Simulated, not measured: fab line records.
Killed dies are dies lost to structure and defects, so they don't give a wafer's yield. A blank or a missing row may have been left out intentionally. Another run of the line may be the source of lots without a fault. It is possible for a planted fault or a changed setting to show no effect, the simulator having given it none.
fab line records / flow n5_finfet / part 2 of 2: steps 23 to 29 of 29
record: lots: 5 wafers: 15 last_day: 18
route steps=1938 shown BEOL_M4@1041
lots that met no fault: from a run of the same line without faults
start_h: hours from the record's first day to the start of the lot's first wafer shown / wait_h: hours elapsed since this lot's preceding step / " as in the row above / L1.1+2: several wafers, shown together as one row / - either no value or no given start / * or withheld: withheld / < > ~ a bound
route shown NAME@n: NAME is a module with steps in the file, n the number in the route of the first one / usual: the fault-free wafers' mean and standard deviation / same: alike in all rows / chamber/n: place in a boat / sites: the reading at each site / _std_site: the standard deviation of these / _edge_site: the outer-site mean with the inner-site mean subtracted / radius_mm: for every site, how far away it sits from the centre of the wafer / mask NAME#n: copy n / behind: the tool/chamber that last shaped the wafer / hold: cause of the lot's hold/its duration in hours/its outcome / device: names the non-switching transistor (n, p or np) / end of line: at the end of the route, the tests of the same wafers / step lacking rows: just its recipe / killed: the dies lost at the first sort to structure and to defects; this is not the yield of the wafer / map: a wafer's dies, marking killed ones x, the rest . and places with no die _
set.NAME: the setting that was run; set.NAME@STEP: the one run at that earlier step / model.NAME: the simulator's own value behind a step, which no gauge read
lots at some steps of the route; a table a step, a row a wafer
services: the hour from which a tool's chamber was out of use, counted from the record's first day as start_h (under 0 if before that day), plus the number of hours and why
== steps ==
step: N5_BEOL_M4_ETCHBACK_99
recipe: chemistry: CHF3 target: SiO2 target_depth_a: 50 time_s: 10.4 source_w: 215 bias_w: 47 Ar_flow_sccm: 200 CHF3_flow_sccm: 12 ion_energy_ev: 100 pressure_mtorr: 30
usual: drypump_motor_current_A: 5.6/0.39 oes_product_au: 0.81/0.092 rf_vpp_V: 242/7 showerhead_plenum_p_Torr: 2.20/0.084 throttle_valve_pct: 17.10/0.23
lot.wafer=L080.1 tool=rie_diel-01 chamber=2 start_h=210.69 wait_h=0.6 drypump_motor_current_A=5.9 oes_product_au=0.96 rf_hours_counter_h=9 rf_vpp_V=237 showerhead_plenum_p_Torr=2.30 throttle_valve_pct=17.09
lot.wafer=L080.2 tool=rie_diel-01 chamber=3 start_h=210.69 wait_h=0.6 drypump_motor_current_A=5.6 oes_product_au=0.77 rf_hours_counter_h=121 rf_vpp_V=244 showerhead_plenum_p_Torr=2.17 throttle_valve_pct=16.89
lot.wafer=L080.4 tool=rie_diel-01 chamber=1 start_h=210.69 wait_h=0.6 drypump_motor_current_A=5.0 oes_product_au=0.68 rf_hours_counter_h=235 rf_vpp_V=229 showerhead_plenum_p_Torr=2.21 throttle_valve_pct=17.45
lot.wafer=L084.1 tool=rie_diel-01 chamber=1 start_h=247.13 wait_h=10.1 drypump_motor_current_A=5.0 oes_product_au=0.67 rf_hours_counter_h=247 rf_vpp_V=229 showerhead_plenum_p_Torr=2.21 throttle_valve_pct=17.49
lot.wafer=L084.3 tool=rie_diel-01 chamber=3 start_h=247.13 wait_h=10.1 drypump_motor_current_A=5.6 oes_product_au=0.75 rf_hours_counter_h=132 rf_vpp_V=244 showerhead_plenum_p_Torr=2.16 throttle_valve_pct=16.91
lot.wafer=L084.6 tool=rie_diel-01 chamber=3 start_h=247.13 wait_h=10.1 drypump_motor_current_A=5.6 oes_product_au=0.76 rf_hours_counter_h=- rf_vpp_V=244 showerhead_plenum_p_Torr=2.16 throttle_valve_pct=16.91
lot.wafer=L088.1 tool=rie_diel-01 chamber=3 start_h=254.05 wait_h=5.9 drypump_motor_current_A=5.6 oes_product_au=0.76 rf_hours_counter_h=135 rf_vpp_V=244 showerhead_plenum_p_Torr=2.16 throttle_valve_pct=16.91
lot.wafer=L088.2 tool=rie_diel-01 chamber=0 start_h=254.05 wait_h=5.9 drypump_motor_current_A=5.8 oes_product_au=0.87 rf_hours_counter_h=36 rf_vpp_V=238 showerhead_plenum_p_Torr=2.21 throttle_valve_pct=17.11
lot.wafer=L088.6 tool=rie_diel-01 chamber=1 start_h=254.05 wait_h=5.9 drypump_motor_current_A=5.0 oes_product_au=0.67 rf_hours_counter_h=- rf_vpp_V=229 showerhead_plenum_p_Torr=2.21 throttle_valve_pct=17.51
lot.wafer=L095.2 tool=rie_diel-01 chamber=2 start_h=305.97 wait_h=7.3 drypump_motor_current_A=5.9 oes_product_au=0.88 rf_hours_counter_h=48 rf_vpp_V=237 showerhead_plenum_p_Torr=2.28 throttle_valve_pct=17.17
lot.wafer=L095.3 tool=rie_diel-01 chamber=3 start_h=305.97 wait_h=7.3 drypump_motor_current_A=5.6 oes_product_au=0.73 rf_hours_counter_h=159 rf_vpp_V=245 showerhead_plenum_p_Torr=2.15 throttle_valve_pct=16.95
lot.wafer=L095.5 tool=rie_diel-01 chamber=0 start_h=305.97 wait_h=7.3 drypump_motor_current_A=5.8 oes_product_au=0.85 rf_hours_counter_h=- rf_vpp_V=240 showerhead_plenum_p_Torr=2.20 throttle_valve_pct=17.17
lot.wafer=L096.1 tool=rie_diel-03 chamber=0 start_h=306.30 wait_h=6.2 drypump_motor_current_A=5.5 oes_product_au=0.69 rf_hours_counter_h=231 rf_vpp_V=240 showerhead_plenum_p_Torr=2.05 throttle_valve_pct=17.64
lot.wafer=L096.5 tool=rie_diel-03 chamber=2 start_h=306.30 wait_h=6.2 drypump_motor_current_A=6.0 oes_product_au=0.83 rf_hours_counter_h=- rf_vpp_V=247 showerhead_plenum_p_Torr=2.28 throttle_valve_pct=16.93
lot.wafer=L096.6 tool=rie_diel-03 chamber=3 start_h=306.30 wait_h=6.2 drypump_motor_current_A=5.4 oes_product_au=0.75 rf_hours_counter_h=- rf_vpp_V=250 showerhead_plenum_p_Torr=2.25 throttle_valve_pct=17.10
step: N5_BEOL_M4_ETCH_70
recipe: chemistry: N2/H2 target: SOC target_depth_a: 800 overetch_a: 240 mask_material: SiARC temp_c: 40 time_s: 130 ion_energy_ev: 200 pressure_mtorr: 30 source_w: 840 bias_w: 150 n2_flow_sccm: 200 h2_flow_sccm: 200
usual: drypump_motor_current_A: 5.6/0.38 oes_product_au: 0.60/0.062 rf_vpp_V: 525.2/2.9 showerhead_plenum_p_Torr: 2.58/0.096 temp_c: 40.00/0.11 throttle_valve_pct: 17.7/0.37
lot.wafer=L080.1 tool=rie_diel-01 chamber=2 start_h=210.72 wait_h=0.0 drypump_motor_current_A=5.9 oes_product_au=0.70 rf_hours_counter_h=9 rf_vpp_V=529.4 showerhead_plenum_p_Torr=2.69 temp_c=39.86 throttle_valve_pct=17.6
lot.wafer=L080.2 tool=rie_diel-01 chamber=3 start_h=210.72 wait_h=0.0 drypump_motor_current_A=5.6 oes_product_au=0.56 rf_hours_counter_h=121 rf_vpp_V=524.4 showerhead_plenum_p_Torr=2.55 temp_c=40.07 throttle_valve_pct=17.5
lot.wafer=L080.4 tool=rie_diel-01 chamber=1 start_h=210.72 wait_h=0.0 drypump_motor_current_A=5.1 oes_product_au=0.51 rf_hours_counter_h=235 rf_vpp_V=525.7 showerhead_plenum_p_Torr=2.63 temp_c=39.94 throttle_valve_pct=18.5
lot.wafer=L084.1 tool=rie_diel-01 chamber=1 start_h=247.17 wait_h=0.0 drypump_motor_current_A=5.1 oes_product_au=0.49 rf_hours_counter_h=247 rf_vpp_V=526.0 showerhead_plenum_p_Torr=2.62 temp_c=39.96 throttle_valve_pct=18.5
lot.wafer=L084.3 tool=rie_diel-01 chamber=3 start_h=247.17 wait_h=0.0 drypump_motor_current_A=5.6 oes_product_au=0.56 rf_hours_counter_h=132 rf_vpp_V=523.5 showerhead_plenum_p_Torr=2.54 temp_c=40.01 throttle_valve_pct=17.5
lot.wafer=L084.6 tool=rie_diel-01 chamber=3 start_h=247.17 wait_h=0.0 drypump_motor_current_A=5.6 oes_product_au=0.56 rf_hours_counter_h=- rf_vpp_V=526.0 showerhead_plenum_p_Torr=2.54 temp_c=39.98 throttle_valve_pct=17.5
lot.wafer=L088.1 tool=rie_diel-01 chamber=3 start_h=254.08 wait_h=0.0 drypump_motor_current_A=5.5 oes_product_au=0.56 rf_hours_counter_h=135 rf_vpp_V=522.7 showerhead_plenum_p_Torr=2.54 temp_c=40.10 throttle_valve_pct=17.5
lot.wafer=L088.2 tool=rie_diel-01 chamber=0 start_h=254.08 wait_h=0.0 drypump_motor_current_A=5.8 oes_product_au=0.64 rf_hours_counter_h=36 rf_vpp_V=524.6 showerhead_plenum_p_Torr=2.58 temp_c=40.19 throttle_valve_pct=17.8
lot.wafer=L088.6 tool=rie_diel-01 chamber=1 start_h=254.08 wait_h=0.0 drypump_motor_current_A=5.0 oes_product_au=0.49 rf_hours_counter_h=- rf_vpp_V=525.6 showerhead_plenum_p_Torr=2.62 temp_c=39.87 throttle_valve_pct=18.5
lot.wafer=L095.2 tool=rie_diel-01 chamber=2 start_h=306.00 wait_h=0.0 drypump_motor_current_A=5.9 oes_product_au=0.64 rf_hours_counter_h=48 rf_vpp_V=528.5 showerhead_plenum_p_Torr=2.67 temp_c=39.98 throttle_valve_pct=17.7
lot.wafer=L095.3 tool=rie_diel-01 chamber=3 start_h=306.00 wait_h=0.0 drypump_motor_current_A=5.6 oes_product_au=0.55 rf_hours_counter_h=159 rf_vpp_V=523.8 showerhead_plenum_p_Torr=2.53 temp_c=39.89 throttle_valve_pct=17.5
lot.wafer=L095.5 tool=rie_diel-01 chamber=0 start_h=306.00 wait_h=0.0 drypump_motor_current_A=5.8 oes_product_au=0.62 rf_hours_counter_h=- rf_vpp_V=525.2 showerhead_plenum_p_Torr=2.57 temp_c=40.04 throttle_valve_pct=17.8
lot.wafer=L096.1 tool=rie_diel-03 chamber=0 start_h=306.33 wait_h=0.0 drypump_motor_current_A=5.5 oes_product_au=0.51 rf_hours_counter_h=231 rf_vpp_V=521.4 showerhead_plenum_p_Torr=2.41 temp_c=39.96 throttle_valve_pct=18.5
lot.wafer=L096.5 tool=rie_diel-03 chamber=2 start_h=306.33 wait_h=0.0 drypump_motor_current_A=6.0 oes_product_au=0.59 rf_hours_counter_h=- rf_vpp_V=528.1 showerhead_plenum_p_Torr=2.65 temp_c=39.90 throttle_valve_pct=17.4
lot.wafer=L096.6 tool=rie_diel-03 chamber=3 start_h=306.33 wait_h=0.0 drypump_motor_current_A=5.4 oes_product_au=0.56 rf_hours_counter_h=- rf_vpp_V=527.4 showerhead_plenum_p_Torr=2.63 temp_c=40.08 throttle_valve_pct=17.6
step: N5_BEOL_M4_STRIP_71
recipe: chemistry: N2/H2 temp_c: 40 n2_flow_sccm: 200 h2_flow_sccm: 200 rf_frequency_hz: 6e+07
lot.wafer=L080.1+2+4 tool=rie_diel-01 chamber=2,3,1 start_h=210.81 wait_h=0.0
lot.wafer=L084.1+3+6 tool=rie_diel-01 chamber=1,3,3 start_h=247.25 wait_h=0.0
lot.wafer=L088.1+2+6 tool=rie_diel-01 chamber=3,0,1 start_h=254.17 wait_h=0.0
lot.wafer=L095.2+3+5 tool=rie_diel-01 chamber=2,3,0 start_h=306.09 wait_h=0.0
lot.wafer=L096.1+5+6 tool=rie_diel-03 chamber=0,2,3 start_h=306.42 wait_h=0.0
step: N5_BEOL_M4_STRIP_78
recipe: chemistry: N2/H2 temp_c: 40 n2_flow_sccm: 200 h2_flow_sccm: 200 rf_frequency_hz: 6e+07
lot.wafer=L080.1+2+4 tool=rie_diel-01 chamber=2,3,1 start_h=210.82 wait_h=0.0
lot.wafer=L084.1+3+6 tool=rie_diel-01 chamber=1,3,3 start_h=247.26 wait_h=0.0
lot.wafer=L088.1+2+6 tool=rie_diel-01 chamber=3,0,1 start_h=254.18 wait_h=0.0
lot.wafer=L095.2+3+5 tool=rie_diel-01 chamber=2,3,0 start_h=306.10 wait_h=0.0
lot.wafer=L096.1+5+6 tool=rie_diel-03 chamber=0,2,3 start_h=306.43 wait_h=0.0
step: N5_BEOL_M4_VIA_ETCH_34
recipe: chemistry: C4F6/O2 target_depth_a: 694 mask_material: SOC pressure_mtorr: 15 ion_energy_ev: 250 taper_deg: 4 time_s: 65.9 source_w: 350 bias_w: 170 Ar_flow_sccm: 300 C4F6_flow_sccm: 10 O2_flow_sccm: 10
usual: drypump_motor_current_A: 5.6/0.39 oes_product_au: 0.81/0.093 rf_vpp_V: 668/19 showerhead_plenum_p_Torr: 2.90/0.11 throttle_valve_pct: 30.8/0.34
lot.wafer=L080.1 tool=rie_diel-01 chamber=2 start_h=210.83 wait_h=0.0 drypump_motor_current_A=5.9 oes_product_au=0.96 rf_hours_counter_h=9 rf_vpp_V=657 showerhead_plenum_p_Torr=3.03 throttle_valve_pct=30.8
lot.wafer=L080.2 tool=rie_diel-01 chamber=3 start_h=210.83 wait_h=0.0 drypump_motor_current_A=5.5 oes_product_au=0.76 rf_hours_counter_h=121 rf_vpp_V=674 showerhead_plenum_p_Torr=2.86 throttle_valve_pct=30.5
lot.wafer=L080.4 tool=rie_diel-01 chamber=1 start_h=210.83 wait_h=0.0 drypump_motor_current_A=5.0 oes_product_au=0.67 rf_hours_counter_h=235 rf_vpp_V=637 showerhead_plenum_p_Torr=2.92 throttle_valve_pct=31.4
lot.wafer=L084.1 tool=rie_diel-01 chamber=1 start_h=247.27 wait_h=0.0 drypump_motor_current_A=5.1 oes_product_au=0.67 rf_hours_counter_h=247 rf_vpp_V=635 showerhead_plenum_p_Torr=2.92 throttle_valve_pct=31.4
lot.wafer=L084.3 tool=rie_diel-01 chamber=3 start_h=247.27 wait_h=0.0 drypump_motor_current_A=5.6 oes_product_au=0.76 rf_hours_counter_h=132 rf_vpp_V=674 showerhead_plenum_p_Torr=2.86 throttle_valve_pct=30.5
lot.wafer=L084.6 tool=rie_diel-01 chamber=3 start_h=247.27 wait_h=0.0 drypump_motor_current_A=5.6 oes_product_au=0.77 rf_hours_counter_h=- rf_vpp_V=674 showerhead_plenum_p_Torr=2.86 throttle_valve_pct=30.5
lot.wafer=L088.1 tool=rie_diel-01 chamber=3 start_h=254.19 wait_h=0.0 drypump_motor_current_A=5.6 oes_product_au=0.76 rf_hours_counter_h=135 rf_vpp_V=674 showerhead_plenum_p_Torr=2.85 throttle_valve_pct=30.5
lot.wafer=L088.2 tool=rie_diel-01 chamber=0 start_h=254.19 wait_h=0.0 drypump_motor_current_A=5.8 oes_product_au=0.88 rf_hours_counter_h=36 rf_vpp_V=657 showerhead_plenum_p_Torr=2.91 throttle_valve_pct=31.0
lot.wafer=L088.6 tool=rie_diel-01 chamber=1 start_h=254.19 wait_h=0.0 drypump_motor_current_A=5.0 oes_product_au=0.66 rf_hours_counter_h=- rf_vpp_V=636 showerhead_plenum_p_Torr=2.92 throttle_valve_pct=31.4
lot.wafer=L095.2 tool=rie_diel-01 chamber=2 start_h=306.11 wait_h=0.0 drypump_motor_current_A=5.9 oes_product_au=0.86 rf_hours_counter_h=48 rf_vpp_V=655 showerhead_plenum_p_Torr=3.01 throttle_valve_pct=30.8
lot.wafer=L095.3 tool=rie_diel-01 chamber=3 start_h=306.11 wait_h=0.0 drypump_motor_current_A=5.6 oes_product_au=0.72 rf_hours_counter_h=159 rf_vpp_V=674 showerhead_plenum_p_Torr=2.84 throttle_valve_pct=30.5
lot.wafer=L095.5 tool=rie_diel-01 chamber=0 start_h=306.11 wait_h=0.0 drypump_motor_current_A=5.8 oes_product_au=0.84 rf_hours_counter_h=- rf_vpp_V=656 showerhead_plenum_p_Torr=2.90 throttle_valve_pct=31.1
lot.wafer=L096.1 tool=rie_diel-03 chamber=0 start_h=306.44 wait_h=0.0 drypump_motor_current_A=5.5 oes_product_au=0.68 rf_hours_counter_h=231 rf_vpp_V=659 showerhead_plenum_p_Torr=2.71 throttle_valve_pct=31.6
lot.wafer=L096.5 tool=rie_diel-03 chamber=2 start_h=306.44 wait_h=0.0 drypump_motor_current_A=6.0 oes_product_au=0.83 rf_hours_counter_h=- rf_vpp_V=684 showerhead_plenum_p_Torr=3.01 throttle_valve_pct=30.7
lot.wafer=L096.6 tool=rie_diel-03 chamber=3 start_h=306.44 wait_h=0.0 drypump_motor_current_A=5.5 oes_product_au=0.75 rf_hours_counter_h=- rf_vpp_V=693 showerhead_plenum_p_Torr=2.97 throttle_valve_pct=30.8
step: N5_BEOL_M4_STRIP_83
recipe: chemistry: C4F6/O2 resist: SiARC rf_frequency_hz: 6e+07
lot.wafer=L080.1+2+4 tool=rie_diel-01 chamber=2,3,1 start_h=210.88 wait_h=0.0
lot.wafer=L084.1+3+6 tool=rie_diel-01 chamber=1,3,3 start_h=247.32 wait_h=0.0
lot.wafer=L088.1+2+6 tool=rie_diel-01 chamber=3,0,1 start_h=254.24 wait_h=0.0
lot.wafer=L095.2+3+5 tool=rie_diel-01 chamber=2,3,0 start_h=306.16 wait_h=0.0
lot.wafer=L096.1+5+6 tool=rie_diel-03 chamber=0,2,3 start_h=306.49 wait_h=0.0
step: N5_BEOL_M4_STRIP_36
recipe: chemistry: N2/H2 power_w: 450 temp_c: 40 pressure_mtorr: 20 rf_frequency_hz: 6e+07 overash_fraction: 0.3 bias_power_w: 7 h2_frac: 0.5 n2_flow_sccm: 200 h2_flow_sccm: 200
usual: drypump_motor_current_A: 5.6/0.38 oes_product_au: 0.81/0.092 rf_vpp_V: 59.3/1.5 showerhead_plenum_p_Torr: 2.58/0.097 temp_c: 40.02/0.11 throttle_valve_pct: 23.5/0.55
lot.wafer=L080.1 tool=rie_diel-01 chamber=2 start_h=210.89 wait_h=0.0 drypump_motor_current_A=6.0 oes_product_au=0.96 rf_hours_counter_h=9 rf_vpp_V=60.8 showerhead_plenum_p_Torr=2.69 temp_c=40.04 throttle_valve_pct=23.2
lot.wafer=L080.2 tool=rie_diel-01 chamber=3 start_h=210.89 wait_h=0.0 drypump_motor_current_A=5.6 oes_product_au=0.77 rf_hours_counter_h=121 rf_vpp_V=57.5 showerhead_plenum_p_Torr=2.54 temp_c=40.02 throttle_valve_pct=23.1
lot.wafer=L080.4 tool=rie_diel-01 chamber=1 start_h=210.89 wait_h=0.0 drypump_motor_current_A=5.1 oes_product_au=0.67 rf_hours_counter_h=235 rf_vpp_V=62.6 showerhead_plenum_p_Torr=2.62 temp_c=39.99 throttle_valve_pct=24.6
lot.wafer=L084.1 tool=rie_diel-01 chamber=1 start_h=247.33 wait_h=0.0 drypump_motor_current_A=5.0 oes_product_au=0.67 rf_hours_counter_h=247 rf_vpp_V=59.4 showerhead_plenum_p_Torr=2.62 temp_c=40.32 throttle_valve_pct=24.7
lot.wafer=L084.3 tool=rie_diel-01 chamber=3 start_h=247.33 wait_h=0.0 drypump_motor_current_A=5.6 oes_product_au=0.76 rf_hours_counter_h=132 rf_vpp_V=60.8 showerhead_plenum_p_Torr=2.54 temp_c=39.94 throttle_valve_pct=23.1
lot.wafer=L084.6 tool=rie_diel-01 chamber=3 start_h=247.33 wait_h=0.0 drypump_motor_current_A=5.6 oes_product_au=0.77 rf_hours_counter_h=- rf_vpp_V=61.0 showerhead_plenum_p_Torr=2.54 temp_c=39.88 throttle_valve_pct=23.1
lot.wafer=L088.1 tool=rie_diel-01 chamber=3 start_h=254.25 wait_h=0.0 drypump_motor_current_A=5.6 oes_product_au=0.76 rf_hours_counter_h=135 rf_vpp_V=61.9 showerhead_plenum_p_Torr=2.54 temp_c=40.04 throttle_valve_pct=23.0
lot.wafer=L088.2 tool=rie_diel-01 chamber=0 start_h=254.25 wait_h=0.0 drypump_motor_current_A=5.8 oes_product_au=0.88 rf_hours_counter_h=36 rf_vpp_V=59.7 showerhead_plenum_p_Torr=2.58 temp_c=40.13 throttle_valve_pct=23.8
lot.wafer=L088.6 tool=rie_diel-01 chamber=1 start_h=254.25 wait_h=0.0 drypump_motor_current_A=5.1 oes_product_au=0.65 rf_hours_counter_h=- rf_vpp_V=59.8 showerhead_plenum_p_Torr=2.61 temp_c=40.11 throttle_valve_pct=24.7
lot.wafer=L095.2 tool=rie_diel-01 chamber=2 start_h=306.17 wait_h=0.0 drypump_motor_current_A=5.9 oes_product_au=0.89 rf_hours_counter_h=48 rf_vpp_V=59.8 showerhead_plenum_p_Torr=2.67 temp_c=39.70 throttle_valve_pct=23.3
lot.wafer=L095.3 tool=rie_diel-01 chamber=3 start_h=306.17 wait_h=0.0 drypump_motor_current_A=5.6 oes_product_au=0.73 rf_hours_counter_h=159 rf_vpp_V=57.0 showerhead_plenum_p_Torr=2.53 temp_c=39.78 throttle_valve_pct=23.1
lot.wafer=L095.5 tool=rie_diel-01 chamber=0 start_h=306.17 wait_h=0.0 drypump_motor_current_A=5.8 oes_product_au=0.85 rf_hours_counter_h=- rf_vpp_V=59.0 showerhead_plenum_p_Torr=2.57 temp_c=40.13 throttle_valve_pct=23.8
lot.wafer=L096.1 tool=rie_diel-03 chamber=0 start_h=306.50 wait_h=0.0 drypump_motor_current_A=5.5 oes_product_au=0.69 rf_hours_counter_h=231 rf_vpp_V=59.8 showerhead_plenum_p_Torr=2.40 temp_c=40.12 throttle_valve_pct=24.5
lot.wafer=L096.5 tool=rie_diel-03 chamber=2 start_h=306.50 wait_h=0.0 drypump_motor_current_A=6.0 oes_product_au=0.80 rf_hours_counter_h=- rf_vpp_V=57.8 showerhead_plenum_p_Torr=2.65 temp_c=40.22 throttle_valve_pct=23.0
lot.wafer=L096.6 tool=rie_diel-03 chamber=3 start_h=306.50 wait_h=0.0 drypump_motor_current_A=5.4 oes_product_au=0.75 rf_hours_counter_h=- rf_vpp_V=60.8 showerhead_plenum_p_Torr=2.63 temp_c=39.98 throttle_valve_pct=23.2
== services ==
tool=euv_scanner-02 chamber=- start_h=197.00 hours=5.8 kind=pm
tool=ald_sin-01 chamber=2 start_h=205.75 hours=6.1 kind=repair
tool=euv_scanner-01 chamber=- start_h=220.16 hours=1.0 kind=pm
tool=ald_sin-01 chamber=1 start_h=221.23 hours=11.0 kind=repair
tool=rie_diel-01 chamber=3 start_h=233.35 hours=4.4 kind=repair
tool=euv_scanner-02 chamber=- start_h=235.55 hours=1.0 kind=pm
tool=rie_metal-01 chamber=1 start_h=235.56 hours=4.2 kind=repair
tool=rie_diel-05 chamber=2 start_h=248.24 hours=5.7 kind=repair
tool=rie_diel-01 chamber=1 start_h=255.78 hours=- kind=clean
tool=rie_diel-01 chamber=1 start_h=255.78 hours=- kind=consumable_replace:focus_ring
tool=rie_diel-01 chamber=1 start_h=255.78 hours=26.3 kind=scheduled_down
tool=rie_diel-01 chamber=1 start_h=255.78 hours=26.3 kind=vent_cycle
tool=rie_diel-03 chamber=1 start_h=260.43 hours=9.6 kind=repair
tool=euv_scanner-02 chamber=- start_h=264.21 hours=4.6 kind=pm
tool=rie_diel-03 chamber=3 start_h=273.20 hours=6.0 kind=repair
tool=euv_scanner-01 chamber=- start_h=276.31 hours=1.0 kind=pm
tool=rie_metal-02 chamber=- start_h=279.08 hours=0.3 kind=repair
tool=rie_diel-05 chamber=- start_h=280.28 hours=28.1 kind=pm
tool=ald_sin-04 chamber=- start_h=281.11 hours=2.8 kind=pm
tool=ald_sin-04 chamber=1 start_h=285.11 hours=7.5 kind=repair
tool=ald_sin-01 chamber=0 start_h=285.58 hours=6.3 kind=repair
tool=euv_scanner-01 chamber=- start_h=290.95 hours=4.6 kind=pm
tool=euv_scanner-02 chamber=- start_h=295.55 hours=1.0 kind=pm
tool=ald_sin-04 chamber=- start_h=298.63 hours=1.9 kind=repair
